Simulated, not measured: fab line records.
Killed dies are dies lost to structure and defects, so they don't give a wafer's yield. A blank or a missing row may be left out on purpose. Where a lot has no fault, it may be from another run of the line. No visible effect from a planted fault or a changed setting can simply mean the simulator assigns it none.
Split-lot trial || flow n5Finfet || 21 wafers read across 7 lots, on a route 1938 steps long

== SPLIT DETAILS ==
At N5_GATE_CUT_COAT_07 (resist thk 30 nm), the setting spinRpm was moved away from the recipe's 1500 rpm on 6 of the 21 wafers read, by -6.5% to +6.7%. The other wafers ran this setting at the recipe's value.

== FROM THE SPLIT TO THE READING: what the file shows between them, 3 steps ==
- N5_GATE_CUT_EBR_09
- N5_GATE_CUT_SOFTBAKE_08: time 60 s
- N5_GATE_CUT_DESCUM_18: chemistry O2, time 7 s

== THE READING ==
CAR-EUV_of_GATE_CUT_COAT_07.thkNm (the simulator's own value, which no gauge read), in nm, at N5_GATE_CUT_ETCH_28 (etches underlayer in N2/H2, target depth 13 nm, time 10.4 s). The file gives no usual value for it. Across the 15 wafers here that went through the recipe, the average is 14.6 nm and the standard deviation 0.11 nm.

{"wafer": "L081.1", "tool, chamber at the split": "lithoTrack-05, 0", "spinRpm as run, rpm": 1600, "against the recipe": "+6.7%", "CAR-EUV_of_GATE_CUT_COAT_07.thkNm, nm": 13.6, "against lot-mates on the recipe": -1.0}
{"wafer": "L081.6", "tool, chamber at the split": "lithoTrack-05, 0", "spinRpm as run, rpm": 1600, "against the recipe": "+6.7%", "CAR-EUV_of_GATE_CUT_COAT_07.thkNm, nm": 13.6, "against lot-mates on the recipe": -1.0}
{"wafer": "L081.3", "tool, chamber at the split": "lithoTrack-05, 0", "spinRpm as run, rpm": 1500, "against the recipe": "recipe", "CAR-EUV_of_GATE_CUT_COAT_07.thkNm, nm": 14.6, "against lot-mates on the recipe": "-"}
{"wafer": "L084.4", "tool, chamber at the split": "lithoTrack-01, 0", "spinRpm as run, rpm": 1403, "against the recipe": "-6.5%", "CAR-EUV_of_GATE_CUT_COAT_07.thkNm, nm": 15.6, "against lot-mates on the recipe": "+1.1"}
{"wafer": "L084.5", "tool, chamber at the split": "lithoTrack-01, 0", "spinRpm as run, rpm": 1500, "against the recipe": "recipe", "CAR-EUV_of_GATE_CUT_COAT_07.thkNm, nm": 14.4, "against lot-mates on the recipe": "-"}
{"wafer": "L084.6", "tool, chamber at the split": "lithoTrack-01, 0", "spinRpm as run, rpm": 1500, "against the recipe": "recipe", "CAR-EUV_of_GATE_CUT_COAT_07.thkNm, nm": 14.6, "against lot-mates on the recipe": "-"}
{"wafer": "L087.1", "tool, chamber at the split": "lithoTrack-02, 0", "spinRpm as run, rpm": 1500, "against the recipe": "recipe", "CAR-EUV_of_GATE_CUT_COAT_07.thkNm, nm": 14.4, "against lot-mates on the recipe": "-"}
{"wafer": "L087.4", "tool, chamber at the split": "lithoTrack-02, 0", "spinRpm as run, rpm": 1500, "against the recipe": "recipe", "CAR-EUV_of_GATE_CUT_COAT_07.thkNm, nm": 14.6, "against lot-mates on the recipe": "-"}
{"wafer": "L087.5", "tool, chamber at the split": "lithoTrack-02, 0", "spinRpm as run, rpm": 1500, "against the recipe": "recipe", "CAR-EUV_of_GATE_CUT_COAT_07.thkNm, nm": 14.6, "against lot-mates on the recipe": "-"}
{"wafer": "L088.2", "tool, chamber at the split": "lithoTrack-02, 0", "spinRpm as run, rpm": 1500, "against the recipe": "recipe", "CAR-EUV_of_GATE_CUT_COAT_07.thkNm, nm": 14.8, "against lot-mates on the recipe": "-"}
{"wafer": "L088.5", "tool, chamber at the split": "lithoTrack-02, 0", "spinRpm as run, rpm": 1441, "against the recipe": "-3.9%", "CAR-EUV_of_GATE_CUT_COAT_07.thkNm, nm": 15.4, "against lot-mates on the recipe": "+0.6"}
{"wafer": "L088.6", "tool, chamber at the split": "lithoTrack-02, 0", "spinRpm as run, rpm": 1441, "against the recipe": "-3.9%", "CAR-EUV_of_GATE_CUT_COAT_07.thkNm, nm": 15.2, "against lot-mates on the recipe": "+0.4"}
{"wafer": "L089.3", "tool, chamber at the split": "lithoTrack-01, 0", "spinRpm as run, rpm": 1500, "against the recipe": "recipe", "CAR-EUV_of_GATE_CUT_COAT_07.thkNm, nm": 14.6, "against lot-mates on the recipe": "-"}
{"wafer": "L089.5", "tool, chamber at the split": "lithoTrack-01, 0", "spinRpm as run, rpm": 1500, "against the recipe": "recipe", "CAR-EUV_of_GATE_CUT_COAT_07.thkNm, nm": 14.6, "against lot-mates on the recipe": "-"}
{"wafer": "L089.6", "tool, chamber at the split": "lithoTrack-01, 0", "spinRpm as run, rpm": 1500, "against the recipe": "recipe", "CAR-EUV_of_GATE_CUT_COAT_07.thkNm, nm": 14.4, "against lot-mates on the recipe": "-"}
{"wafer": "L095.1", "tool, chamber at the split": "lithoTrack-02, 0", "spinRpm as run, rpm": 1453, "against the recipe": "-3.1%", "CAR-EUV_of_GATE_CUT_COAT_07.thkNm, nm": 15.2, "against lot-mates on the recipe": "+0.6"}
{"wafer": "L095.3", "tool, chamber at the split": "lithoTrack-02, 0", "spinRpm as run, rpm": 1500, "against the recipe": "recipe", "CAR-EUV_of_GATE_CUT_COAT_07.thkNm, nm": 14.6, "against lot-mates on the recipe": "-"}
{"wafer": "L095.6", "tool, chamber at the split": "lithoTrack-02, 0", "spinRpm as run, rpm": 1500, "against the recipe": "recipe", "CAR-EUV_of_GATE_CUT_COAT_07.thkNm, nm": 14.6, "against lot-mates on the recipe": "-"}
{"wafer": "L097.1", "tool, chamber at the split": "lithoTrack-05, 0", "spinRpm as run, rpm": 1500, "against the recipe": "recipe", "CAR-EUV_of_GATE_CUT_COAT_07.thkNm, nm": 14.6, "against lot-mates on the recipe": "-"}
{"wafer": "L097.5", "tool, chamber at the split": "lithoTrack-05, 0", "spinRpm as run, rpm": 1500, "against the recipe": "recipe", "CAR-EUV_of_GATE_CUT_COAT_07.thkNm, nm": 14.6, "against lot-mates on the recipe": "-"}
{"wafer": "L097.6", "tool, chamber at the split": "lithoTrack-05, 0", "spinRpm as run, rpm": 1500, "against the recipe": "recipe", "CAR-EUV_of_GATE_CUT_COAT_07.thkNm, nm": 14.4, "against lot-mates on the recipe": "-"}

FIT RESULTS
A straight line over all 21 wafers: CAR-EUV_of_GATE_CUT_COAT_07.thkNm changes by -0.159 nm for each +1% of spinRpm; r = -0.97; the points scatter about the line by 0.11 nm.
The same after taking each lot's own level away (the mean of its wafers on the recipe; 21 wafers): -0.153 nm for each +1%; r = -0.98; scatter 0.094 nm.
According to that fit, moving spinRpm by its largest amount changes the reading by 1 nm.
Across the lots, their own levels run from 14.50 to 14.80 nm, a range of 2.8 times the standard deviation given above.
Hence the lot-to-lot level has little effect on the slope; both slopes agree.
Check: with one of the wafers moved furthest among these (+6.7%) left out of the fit, the line predicts -1.03 nm for it against its lot-mates. Against them it came out at -1 nm.

== THE WHOLE CHAIN: every reading that the file lists as answering this split, in the file's order ==
{"step": "N5_GATE_CUT_COAT_07", "what it does": "resist thk 30 nm", "reading": "CAR-EUV_of_GATE_CUT_COAT_07.thkNm (the simulator's own value, which no gauge read)", "change (the file's fit)": "-0.153 nm for each +1% of the setting", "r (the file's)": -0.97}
{"step": "N5_GATE_CUT_DESCUM_18", "what it does": "chemistry O2, time 7 s", "reading": "CAR-EUV_of_GATE_CUT_COAT_07.thkNm (the simulator's own value, which no gauge read)", "change (the file's fit)": "-0.14 nm for each +1% of the setting", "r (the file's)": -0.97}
{"step": "N5_GATE_CUT_ETCH_28", "what it does": "etches underlayer in N2/H2, target depth 13 nm, time 10.4 s", "reading": "CAR-EUV_of_GATE_CUT_COAT_07.thkNm (the simulator's own value, which no gauge read)", "change (the file's fit)": "-0.158 nm for each +1% of the setting", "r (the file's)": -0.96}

== THE FILE'S OWN FIT ==
CAR-EUV_of_GATE_CUT_COAT_07.thkNm changes by -0.158 nm for each +1% of spinRpm, r = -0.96.
